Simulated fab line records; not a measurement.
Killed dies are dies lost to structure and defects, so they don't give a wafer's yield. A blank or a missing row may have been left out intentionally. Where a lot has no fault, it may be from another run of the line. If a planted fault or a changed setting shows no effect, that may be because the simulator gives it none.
fab line records	flow nand-harc
[record] lots = 6	wafers = 17	last-day = 25
route steps=1159 shown A_CONTACT@860 END@1159
lots that met no fault: taken from a fault-free run of the same line
start-h: the number of hours between the record's first day and the start of the first shown wafer of the lot	wait-h: hours from the lot's prior step to this one	" as in the row above	L1.1+2: a row that stands for several wafers	- no value, or no start was given	* or withheld: withheld	< > ~ a bound
route shown NAME@n: NAME is a module with steps in the file, n the number in the route of the first one	usual: mean and standard deviation over wafers with no fault	same: alike in all rows	chamber/n: place in a boat	sites: the reading at each site	_std_site: standard deviation of those values	_edge_site: outer sites' mean less inner sites'	radius-mm: for every site, how far away it sits from the centre of the wafer	mask NAME#n: copy n	behind: the tool/chamber that last shaped the wafer	hold: reason for holding the lot/hours on hold/outcome of the hold	device: whichever transistor did not switch (one of n, p or np)	end of line: tests run on the same wafers once the route is complete	a step given without rows: its recipe and nothing more	killed: count of dies lost to structure and defects at first sort (not the wafer's yield)	map: shows each die of a wafer: x if killed, . if not, _ if none is there
set.NAME: the run value of the setting; set.NAME@STEP: its run value at that earlier step	model.NAME: the simulator's own value behind a step, which no gauge read
certain route steps with their lots: each step a table, each wafer a row
services: a tool's chamber out of use, with start hour (start-h, from the record's first day; less than 0 if before it), hours out, and reason
[[steps]]
[step NHARC_A_CONTACT_ETCH_50]
[recipe] target-depth-a = 847	time-s = 42.4	cf4-flow-sccm = 100	chf3-flow-sccm = 30	ar-flow-sccm = 0	rf-w = 500	bias-w = 200	chemistry = CF4/CHF3
[step NHARC_A_CONTACT_ETCH_51]
[recipe] target-depth-a = 36000	over-etch-frac = 0.3	time-s = 936	ion-energy-ev = 150	o2-flow-sccm = 400	cos-flow-sccm = 20	ar-flow-sccm = 0	rf-w = 500	bias-w = 300	chemistry = O2/COS
[step NHARC_A_CONTACT_ETCH_111]
[recipe] source-w = withheld	pressure-mtorr = 20	bias-v = withheld	time-s = 140	target-depth-a = 7000	ar-flow-sccm = withheld	c4f8-flow-sccm = withheld	o2-flow-sccm = withheld	chemistry = C4F8/O2/Ar
[step NHARC_A_CONTACT_ETCH_112]
[recipe] source-w = withheld	pressure-mtorr = 20	bias-v = 3000	time-s = 94	target-depth-a = 9220	ar-flow-sccm = withheld	c4f8-flow-sccm = withheld	o2-flow-sccm = withheld	chemistry = C4F8/O2/Ar
[same] time-s = 94
lot.wafer	tool	chamber	start-h	wait-h	rf-hours-counter-h
L488.4	har-cap-etch-02	1	368.41	0.1	-
L488.6	"	1	"	"	-
L488.5	"	0	"	"	-
L491.1	har-cap-etch-03	0	372.12	0.2	78
L491.4	"	0	"	"	-
L491.6	"	0	"	"	-
L507.2	har-cap-etch-02	0	470.80	0.1	25
L507.4	"	0	"	"	-
L507.5	"	1	"	"	-
L504.2	har-cap-etch-02	1	475.30	0.1	27
L504.6	"	1	"	"	-
L509.2	har-cap-etch-03	1	503.87	0.2	102
L509.1	"	0	"	"	102
L509.4	"	1	"	"	-
L511.4	har-cap-etch-01	1	509.42	0.1	-
L511.5	"	0	"	"	-
L511.6	"	1	"	"	-
[step NHARC_A_CONTACT_ETCH_113]
[recipe] source-w = withheld	pressure-mtorr = 20	bias-v = 3000	time-s = 94	target-depth-a = 9220	ar-flow-sccm = withheld	c4f8-flow-sccm = withheld	o2-flow-sccm = withheld	chemistry = C4F8/O2/Ar
[step NHARC_A_CONTACT_ETCH_114]
[recipe] source-w = withheld	pressure-mtorr = 20	bias-v = 3000	time-s = 94	target-depth-a = 9220	ar-flow-sccm = withheld	c4f8-flow-sccm = withheld	o2-flow-sccm = withheld	chemistry = C4F8/O2/Ar
[step NHARC_A_CONTACT_ETCH_115]
[recipe] source-w = withheld	pressure-mtorr = 20	bias-v = 3000	time-s = 94	target-depth-a = 9220	ar-flow-sccm = withheld	c4f8-flow-sccm = withheld	o2-flow-sccm = withheld	chemistry = C4F8/O2/Ar
[same] time-s = 94
lot.wafer	tool	chamber	start-h	wait-h	rf-hours-counter-h
L488.4	har-cap-etch-02	1	368.75	0.1	-
L488.6	"	1	"	"	-
L488.5	"	0	"	"	-
L491.1	har-cap-etch-03	0	372.40	0.1	78
L491.4	"	0	"	"	-
L491.6	"	0	"	"	-
L507.2	har-cap-etch-02	0	471.08	0.1	26
L507.4	"	0	"	"	-
L507.5	"	1	"	"	-
L504.2	har-cap-etch-02	1	475.57	0.1	27
L504.6	"	1	"	"	-
L509.2	har-cap-etch-03	1	504.14	0.1	102
L509.1	"	0	"	"	102
L509.4	"	1	"	"	-
L511.4	har-cap-etch-01	1	509.69	0.1	-
L511.5	"	0	"	"	-
L511.6	"	1	"	"	-
[step NHARC_A_CONTACT_ETCH_116]
[recipe] source-w = withheld	pressure-mtorr = 20	bias-v = 3000	time-s = 94	target-depth-a = 9220	ar-flow-sccm = withheld	c4f8-flow-sccm = withheld	o2-flow-sccm = withheld	chemistry = C4F8/O2/Ar
[step NHARC_A_CONTACT_ETCH_117]
[recipe] source-w = withheld	pressure-mtorr = 20	bias-v = 3000	time-s = 94	target-depth-a = 9220	ar-flow-sccm = withheld	c4f8-flow-sccm = withheld	o2-flow-sccm = withheld	chemistry = C4F8/O2/Ar
[step NHARC_A_CONTACT_ETCH_118]
[recipe] source-w = withheld	pressure-mtorr = 20	bias-v = 3000	time-s = 94	target-depth-a = 9220	ar-flow-sccm = withheld	c4f8-flow-sccm = withheld	o2-flow-sccm = withheld	chemistry = C4F8/O2/Ar
[step NHARC_A_CONTACT_ETCH_119]
[recipe] source-w = withheld	pressure-mtorr = 20	bias-v = 3000	time-s = 94	target-depth-a = 9220	ar-flow-sccm = withheld	c4f8-flow-sccm = withheld	o2-flow-sccm = withheld	chemistry = C4F8/O2/Ar
[step NHARC_A_CONTACT_ETCH_120]
[recipe] source-w = withheld	pressure-mtorr = 20	bias-v = 3000	time-s = 94	target-depth-a = 9220	ar-flow-sccm = withheld	c4f8-flow-sccm = withheld	o2-flow-sccm = withheld	chemistry = C4F8/O2/Ar
[same] time-s = 94
lot.wafer	tool	chamber	start-h	wait-h	rf-hours-counter-h
L488.4	har-cap-etch-02	1	369.36	0.1	-
L488.6	"	1	"	"	-
L488.5	"	0	"	"	-
L491.1	har-cap-etch-03	0	372.85	0.1	79
L491.4	"	0	"	"	-
L491.6	"	0	"	"	-
L507.2	har-cap-etch-02	0	471.53	0.1	26
L507.4	"	0	"	"	-
L507.5	"	1	"	"	-
L504.2	har-cap-etch-02	1	476.02	0.1	27
L504.6	"	1	"	"	-
L509.2	har-cap-etch-03	1	504.59	0.1	103
L509.1	"	0	"	"	103
L509.4	"	1	"	"	-
L511.4	har-cap-etch-01	1	510.14	0.1	-
L511.5	"	0	"	"	-
L511.6	"	1	"	"	-
[step NHARC_A_CONTACT_ETCH_121]
[recipe] source-w = withheld	pressure-mtorr = 20	bias-v = 3000	time-s = 94	target-depth-a = 9220	ar-flow-sccm = withheld	c4f8-flow-sccm = withheld	o2-flow-sccm = withheld	chemistry = C4F8/O2/Ar
[same] time-s = 94
lot.wafer	tool	chamber	start-h	wait-h	rf-hours-counter-h
L488.4	har-cap-etch-02	1	369.48	0.1	-
L488.6	"	1	"	"	-
L488.5	"	0	"	"	-
L491.1	har-cap-etch-03	0	372.94	0.1	79
L491.4	"	0	"	"	-
L491.6	"	0	"	"	-
L507.2	har-cap-etch-02	0	471.62	0.1	26
L507.4	"	0	"	"	-
L507.5	"	1	"	"	-
L504.2	har-cap-etch-02	1	476.11	0.1	27
L504.6	"	1	"	"	-
L509.2	har-cap-etch-03	1	504.69	0.1	103
L509.1	"	0	"	"	103
L509.4	"	1	"	"	-
L511.4	har-cap-etch-01	1	510.23	0.1	-
L511.5	"	0	"	"	-
L511.6	"	1	"	"	-
[step NHARC_A_CONTACT_ETCH_122]
[recipe] source-w = withheld	pressure-mtorr = 20	bias-v = 3000	time-s = 95	target-depth-a = 9300	ar-flow-sccm = withheld	c4f8-flow-sccm = withheld	o2-flow-sccm = withheld	chemistry = C4F8/O2/Ar
[same] time-s = 95
lot.wafer	tool	chamber	start-h	wait-h	rf-hours-counter-h
L488.4	har-cap-etch-02	1	369.60	0.1	-
L488.6	"	1	"	"	-
L488.5	"	0	"	"	-
L491.1	har-cap-etch-03	0	373.03	0.1	79
L491.4	"	0	"	"	-
L491.6	"	0	"	"	-
L507.2	har-cap-etch-02	0	471.71	0.1	26
L507.4	"	0	"	"	-
L507.5	"	1	"	"	-
L504.2	har-cap-etch-02	1	476.20	0.1	27
L504.6	"	1	"	"	-
L509.2	har-cap-etch-03	1	504.78	0.1	103
L509.1	"	0	"	"	103
L509.4	"	1	"	"	-
L511.4	har-cap-etch-01	1	510.32	0.1	-
L511.5	"	0	"	"	-
L511.6	"	1	"	"	-
[step NHARC_A_CONTACT_ETCH_123]
[recipe] source-w = withheld	pressure-mtorr = 20	bias-v = 400	time-s = 253	target-depth-a = 10900	ar-flow-sccm = withheld	c4f8-flow-sccm = 11.5	o2-flow-sccm = 7.2	chemistry = C4F8/O2/Ar
[step NHARC_A_CONTACT_ETCH_90]
[recipe] target-depth-a = 400	over-etch-frac = 0.5	time-s = 85.7	ion-energy-ev = 120	ch3f-flow-sccm = 50	o2-flow-sccm = 30	ar-flow-sccm = 200	rf-w = 500	bias-w = 100	chemistry = CH3F/O2
[step NHARC_A_CONTACT_ETCH_96]
[recipe] target-depth-a = 200	over-etch-frac = 0.5	time-s = 10	ion-energy-ev = 250	c4f6-flow-sccm = 25	o2-flow-sccm = 20	ar-flow-sccm = 500	rf-w = 600	bias-w = 500	chemistry = C4F6/O2
[step NHARC_A_CONTACT_CD_MEAS_53]
[usual] cd-nm = 189.6/0.78
lot.wafer	tool	chamber	start-h	wait-h	cd-nm
L488.4	cd-sem-01	-	370.61	-	189.5
L488.5	"	-	"	"	189.5
L488.6	"	-	"	"	188.4
L491.1	cd-sem-02	-	373.95	-	189.6
L491.4	"	-	"	"	190.4
L491.6	"	-	"	"	189.6
L507.2	cd-sem-01	-	472.61	-	190.2
L507.4	"	-	"	"	189.6
L507.5	"	-	"	"	189.7
L504.2	cd-sem-01	-	477.10	-	190.2
L504.6	"	-	"	"	189.7
L509.1	cd-sem-02	-	505.72	-	191.2
L509.2	"	-	"	"	190.0
L509.4	"	-	"	"	190.7
L511.4	cd-sem-03	-	511.28	-	188.2
L511.5	"	-	"	"	187.0
L511.6	"	-	"	"	188.2
[step NHARC_A_CONTACT_STRIP_99]
[recipe] n2-flow-sccm = 150	h2-flow-sccm = 150	ar-flow-sccm = 0	bias-w = 0	chemistry = N2/H2
[step NHARC_A_CONTACT_STRIP_100]
[recipe] cf4-flow-sccm = 100	chf3-flow-sccm = 30	ar-flow-sccm = 0	bias-w = 0	chemistry = CF4/CHF3
[step NHARC_A_CONTACT_STRIP_101]
[recipe] o2-flow-sccm = 400	cos-flow-sccm = 20	ar-flow-sccm = 0	bias-w = 0	chemistry = O2/COS
[step NHARC_A_CONTACT_ETCH_102]
[recipe] target-depth-a = 700	overetch-a = 70	time-s = 38.5	ion-energy-ev = 100	cf4-flow-sccm = 80	o2-flow-sccm = 20	ar-flow-sccm = 0	rf-w = 300	bias-w = 100	chemistry = CF4/O2
[step NHARC_A_CONTACT_STRIP_55]
[recipe] o2-flow-sccm = 500	ar-flow-sccm = 0	bias-w = 0	chemistry = O2
[step NHARC_A_CONTACT_STRIP_56]
[recipe] time-s = 600	temp-c = 30	chemistry = post-etch-residue-remover
[step NHARC_A_CONTACT_DEP_57]
[recipe] target-thk-a = 28000	temp-c = 400	material = aC
[step NHARC_A_CONTACT_DEP_58]
[recipe] target-thk-a = 600	target-thk-nm = 60	temp-c = 400	pressure-torr = 3.5	flow-sccm = 200	rf-w = 350	material = SiON
[step NHARC_A_CONTACT_DEHYDRATE_59]
[recipe] temp-c = 150	time-s = 120
[step NHARC_A_CONTACT_HMDS_60]
[recipe] time-s = 30
[step NHARC_A_CONTACT_COAT_61]
[recipe] temp-c = 260	time-s = 75
[step NHARC_A_CONTACT_COAT_62]
[recipe] temp-c = 225	time-s = 65
[step NHARC_A_CONTACT_COAT_63]
[recipe] spin-rpm = 1500	resist-thk-nm = 90
[step NHARC_A_CONTACT_SOFTBAKE_64]
[recipe] temp-c = 105	time-s = 55
[step NHARC_A_CONTACT_EBR_65]
[step NHARC_A_CONTACT_EXPOSE_66]
[recipe] na = 1.35	sigma-outer = 0.8	dose-mj = 59.02	mask-id = A_CC_2
[step NHARC_A_CONTACT_PEB_67]
[recipe] peb-temp-c = 100	peb-time-s = 65
[step NHARC_A_CONTACT_DEVELOP_68]
[recipe] develop-time-s = 35	dev-temp-c = 23
[step NHARC_A_CONTACT_CD_MEAS_69]
[recipe] target-cd-nm = 200	landing-energy-ev = 500
[usual] cd-nm = 199.8/0.57
lot.wafer	tool	chamber	start-h	wait-h	cd-nm
L488.4	cd-sem-03	0	374.17	-	200.0
L488.5	"	0	"	"	200.8
L488.6	"	0	"	"	200.1
L491.1	cd-sem-01	0	377.38	-	199.7
L491.4	"	0	"	"	199.7
L491.6	"	0	"	"	199.8
L507.2	cd-sem-01	0	475.99	-	198.4
L507.4	"	0	"	"	200.0
L507.5	"	0	"	"	200.1
L504.2	cd-sem-01	0	480.70	-	199.2
L504.6	"	0	"	"	198.9
L509.1	cd-sem-02	0	510.49	-	200.0
L509.2	"	0	"	"	200.9
L509.4	"	0	"	"	199.6
L511.4	cd-sem-02	0	514.74	-	199.9
L511.5	"	0	"	"	200.0
L511.6	"	0	"	"	199.8
[step NHARC_A_CONTACT_OVL_MEAS_70]
[usual] overlay-x-nm = -0.1/0.84	overlay-y-nm = -0.2/0.95
lot.wafer	tool	chamber	start-h	wait-h	overlay-x-nm	overlay-y-nm
L488.4	overlay-01	-	374.25	-	0.6	-0.5
L488.5	"	-	"	"	0.9	-0.5
L488.6	"	-	"	"	0.6	0.0
L491.1	overlay-01	-	377.47	-	-0.1	0.1
L491.4	"	-	"	"	0.1	0.4
L491.6	"	-	"	"	-0.2	-0.1
L507.2	overlay-01	-	476.07	-	-0.7	0.6
L507.4	"	-	"	"	-1.4	-0.3
L507.5	"	-	"	"	-1.1	0.3
L504.2	overlay-01	-	480.79	-	-0.3	-1.3
L504.6	"	-	"	"	0.1	-1.8
L509.1	overlay-02	-	510.58	-	-0.7	2.2
L509.2	"	-	"	"	-1.1	2.1
L509.4	"	-	"	"	-0.8	2.2
L511.4	overlay-01	-	514.82	-	0.3	0.0
L511.5	"	-	"	"	-0.4	0.2
L511.6	"	-	"	"	-0.9	-0.6
[step NHARC_A_CONTACT_DESCUM_74]
[recipe] time-s = 3	o2-flow-sccm = 200	ar-flow-sccm = 0	bias-power-w = 0	chemistry = O2
[usual] drypump-motor-current-A = 5.5/0.56	oes-product-au = 1.000/0.0098	rf-vpp-V = 57.8/0.86	showerhead-plenum-p-Torr = 1.90/0.061	throttle-valve-pct = 11.310/0.0093
[same] time-s = 3
lot.wafer	tool	chamber	start-h	wait-h	hold	drypump-motor-current-A	oes-product-au	rf-hours-counter-h	rf-vpp-V	showerhead-plenum-p-Torr	throttle-valve-pct
L488.4	rie-diel-02	0	374.48	0.2	-	4.7	0.996	6	58.7	1.97	11.313
L488.5	"	3	"	"	-	5.7	0.987	-	57.6	1.85	11.307
L488.6	"	0	"	"	-	4.7	1.004	-	58.2	1.97	11.317
L491.1	rie-diel-02	0	377.57	0.1	-	4.7	1.003	8	58.4	1.97	11.312
L491.4	"	1	"	"	-	5.3	1.000	9	57.4	1.88	11.307
L491.6	"	1	"	"	-	5.3	1.007	-	56.3	1.88	11.294
L507.4	rie-diel-02	2	478.15	1.9	await-dispo/1.8h/release	5.4	1.001	28	57.7	1.88	11.310
L507.2	"	0	"	"	await-dispo/1.8h/release	4.7	1.006	27	58.6	1.96	11.310
L507.5	"	3	"	"	await-dispo/1.8h/release	5.7	1.001	-	57.7	1.84	11.317
L504.2	rie-diel-03	2	482.55	1.6	await-dispo/1.3h/release	5.7	1.017	35	57.1	2.00	11.316
L504.6	"	1	"	"	await-dispo/1.3h/release	4.9	1.011	-	58.3	1.95	11.310
L509.1	rie-diel-03	1	510.97	0.4	-	4.9	1.013	31	59.6	1.95	11.303
L509.2	"	2	"	"	-	5.6	1.009	44	58.9	1.99	11.318
L509.4	"	0	"	"	-	5.6	1.000	42	59.0	1.97	11.303
L511.4	rie-diel-03	2	515.04	0.2	-	5.6	1.000	46	59.4	1.99	11.306
L511.6	"	1	"	"	-	4.9	0.998	-	58.9	1.95	11.300
L511.5	"	2	"	"	-	5.6	0.995	-	57.2	1.99	11.314
[step NHARC_A_CONTACT_ETCH_75]
[recipe] target-depth-a = 390	over-etch-frac = 0.3	time-s = 65	ion-energy-ev = 80	cf4-flow-sccm = 150	ar-flow-sccm = 0	rf-w = 300	bias-w = 100	chemistry = CF4
[usual] bias-w = 100.1/0.3	drypump-motor-current-A = 5.6/0.56	oes-product-au = 1.001/0.0095	rf-vpp-V = 151.1/1	showerhead-plenum-p-Torr = 1.76/0.052	throttle-valve-pct = 13.285/0.0084
[same] time-s = 65
lot.wafer	tool	chamber	start-h	wait-h	bias-w	drypump-motor-current-A	oes-product-au	rf-hours-counter-h	rf-vpp-V	showerhead-plenum-p-Torr	throttle-valve-pct
L488.4	rie-diel-02	2	374.56	0.1	100.1	5.3	1.018	7	151.9	1.75	13.277
L488.6	"	2	"	"	100.1	5.3	1.006	-	151.5	1.75	13.282
L488.5	"	3	"	"	99.9	5.7	0.989	-	148.7	1.71	13.283
L491.4	rie-diel-02	0	377.65	0.1	99.6	4.7	1.005	8	150.7	1.82	13.289
L491.1	"	3	"	"	99.8	5.7	0.996	7	151.1	1.71	13.270
L491.6	"	1	"	"	99.6	5.3	1.005	-	150.6	1.74	13.291
L507.4	rie-diel-02	0	478.25	0.1	100.1	4.7	1.009	27	152.7	1.81	13.298
L507.2	"	1	"	"	99.6	5.3	1.003	23	151.3	1.74	13.288
L507.5	"	2	"	"	100.0	5.4	1.010	-	150.7	1.74	13.287
L504.2	rie-diel-03	0	482.63	0.1	100.4	5.6	0.986	32	150.9	1.82	13.290
L504.6	"	3	"	"	100.5	6.7	1.004	-	151.4	1.73	13.287
L509.4	rie-diel-03	3	511.16	0.1	100.2	6.7	1.013	44	151.3	1.73	13.289
L509.1	"	0	"	"	100.0	5.6	0.997	42	150.7	1.82	13.285
L509.2	"	1	"	"	100.2	4.9	1.015	31	151.9	1.80	13.302
L511.4	rie-diel-03	3	515.11	0.1	100.2	6.7	0.999	46	150.7	1.73	13.287
L511.6	"	3	"	"	100.2	6.7	0.999	-	151.4	1.73	13.290
L511.5	"	0	"	"	100.1	5.6	0.998	-	151.7	1.82	13.277
[step NHARC_END_SORT_01]
[recipe] temp-c = 25
[usual] killed-at-array = 26/10	killed-at-other = 0.5/0.87	killed-at-periphery = 3.0/2.5	killed-dies = 29/11	killed-open = 3.3/1.9	killed-short = 1.8/1.5
[same] gross-dies = 677
lot.wafer	tool	chamber	start-h	wait-h	killed-at-array	killed-at-other	killed-at-periphery	killed-dies	killed-open	killed-short
L507.5	prober-02	0	553.29	3.7	85	1	1	87	3	2
L511.4	prober-01	0	584.60	3.4	40	1	5	46	3	3
L511.5	prober-01	0	585.40	3.7	35	2	3	40	6	1
L511.6	prober-01	0	586.19	4.0	45	1	4	50	3	3
L504.2	prober-01	0	586.40	2.8	82	0	0	82	1	0
L504.6	prober-01	0	589.60	4.0	91	0	0	91	4	4
// killed by level:class
L507.5 A_CONTACT:unspecified=57 A_SLIT:chamber-film-flake=17 A_CHANNEL_HOLE_D1:chamber-film-flake=3 A_CONTACT:chamber-film-flake=2 A_ONON_D1:geometric-particle:short=1 A_WL_FILL:geometric-particle:open=1 A_WL_FILL:geometric-particle:short=1 A_CONTACT:geometric-particle:open=1
L511.4 A_SLIT:chamber-film-flake=12 A_CHANNEL_HOLE_D1:chamber-film-flake=9 A_CONTACT:chamber-film-flake=9 A_STAIRCASE:chamber-film-flake=5 P_GATE:chamber-film-flake=2 A_M0:chamber-film-flake=2 P_GATE:geometric-particle:open=1 P_GATE:geometric-particle:short=1
L511.5 A_SLIT:chamber-film-flake=14 A_CHANNEL_HOLE_D1:chamber-film-flake=10 A_SGD_CUT:geometric-particle:open=2 A_STAIRCASE:chamber-film-flake=2 A_CONTACT:chamber-film-flake=2 THIN_TSV:chamber-film-flake=2 P_GATE:geometric-particle:open=1 P_CONTACT:geometric-particle:open=1
L511.6 A_SLIT:chamber-film-flake=21 A_CHANNEL_HOLE_D1:chamber-film-flake=7 A_CONTACT:chamber-film-flake=7 A_STAIRCASE:chamber-film-flake=5 A_WL_FILL:geometric-particle:short=2 P_GATE:chamber-film-flake=2 P_M1:geometric-particle:open=1 A_SOURCE_PLATE:geometric-particle:short=1
L504.2 A_CONTACT:unspecified=57 A_CHANNEL_HOLE_D1:chamber-film-flake=20 A_STAIRCASE:chamber-film-flake=3 A_M0:geometric-particle:open=1 A_WL_FILL:chamber-film-flake=1
L504.6 A_CONTACT:unspecified=59 A_CHANNEL_HOLE_D1:chamber-film-flake=19 A_STAIRCASE:chamber-film-flake=3 A_CONTACT:geometric-particle:short=2 A_CONTACT:geometric-particle:open=2 A_CHANNEL_FILL_D1:geometric-particle:open=1 A_SGD_CUT:geometric-particle:open=1 A_WL_FILL:geometric-particle:short=1
// map L504.6 (x killed, . not)
____________.____________
_________......._________
_______x......x..._______
______.............______
_____..............._____
____.................____
____.................____
___...................___
___...................___
__.............x.......__
__.....................__
_......................._
_......................._
_......................._
_......................._
_......................x_
......x..................
.........................
.........................
...............x.........
.........................
_......................._
_......................._
_......................._
_.x.................x..._
_.............xx.x......_
__...x......x.x..x.x...__
__......x....xx.xx.x...__
___.......xxx.xxxxxx..___
___.......xxxxxxxxxx..___
____....x.xxxxxxxxxx.____
____.......xxxxxxxxxx____
_____......xxxxxxxxx_____
______.....xxxxxxxx______
_______.....xxxxxx_______
_________..xxxxx_________
____________x____________
// map L507.5 (x killed, . not)
____________.____________
_________......._________
_______..........._______
______.............______
_____.........x....._____
____.................____
____....x............____
___...................___
___...................___
__.....................__
__.....................__
_...x..x..x............._
_.x..x..x..............._
_....x.x................_
_..xxx.................._
_....xx................._
....xxx..................
.x...xx..................
......x................x.
....x....................
.............x...........
_......................._
_......................._
_...................x..._
_......................._
_......................._
__...........x..xx.....__
__..............x......__
___......x...xxxxx..x.___
___...........xxxxx.x.___
____.......xxxxxxxxx.____
____.......xxxxxxxxx.____
_____.....x.xxxxxxxx_____
______......xxxxxxx______
_______.....xxxxxx_______
_________...xxxx_________
____________.____________
[[services]]
tool	chamber	start-h	hours	kind
rie-diel-03	1	350.16	4.0	repair
rie-diel-02	0	362.68	-	clean
rie-diel-02	1	362.68	-	clean
rie-diel-02	2	362.68	-	clean
rie-diel-02	3	362.68	-	clean
rie-diel-02	0	387.20	-	clean
rie-diel-02	1	387.20	-	clean
rie-diel-02	2	387.20	-	clean
rie-diel-02	3	387.20	-	clean
rie-diel-03	-	392.47	9.0	pm
rie-diel-02	-	406.24	0.3	repair
har-cap-etch-03	-	407.80	0.5	repair
rie-diel-02	0	411.70	-	clean
rie-diel-02	1	411.70	-	clean
rie-diel-02	2	411.70	-	clean
rie-diel-02	3	411.70	-	clean
rie-diel-02	1	428.88	15.5	repair
rie-diel-02	0	436.20	-	clean
rie-diel-02	2	436.20	-	clean
rie-diel-02	3	436.20	-	clean
rie-diel-02	0	460.70	-	clean
rie-diel-02	1	460.70	-	clean
rie-diel-02	2	460.70	-	clean
rie-diel-02	-	506.18	9.0	pm
[[key]]
[first-sign] step = NHARC_END_SORT_01	reading = killed-at-array	direction = up	sigmas = 6	usual = 26	struck = 86
[effect] step = NHARC_END_SORT_01	reading = killed-dies	direction = up	sigmas = 5.4	usual = 29	struck = 87
[more-kills-born-at] NHARC_A_CONTACT_ETCH_121@har-cap-etch-02 = 173
met-at NHARC_A_CONTACT_ETCH_121
struck-wafers L504.2,L504.6,L507.5
tester-left-out L504,L507
onset-between 369.48 471.62
[fault] kind = chamber-particle-source	tool = har-cap-etch-02	chamber = 1	onset-h = 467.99	steps = NHARC_A_CONTACT_ETCH_121	rate-per-visit-cm2 = 1.1389	end-h = 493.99
// tester-left-out: of these lots the tester's yield and bins aren't shown, on N5 and GAA mostly nor the transistor test; their killed dies are dies lost to structure and defects alone, not to doping, threshold or leakage, so they don't give the yield
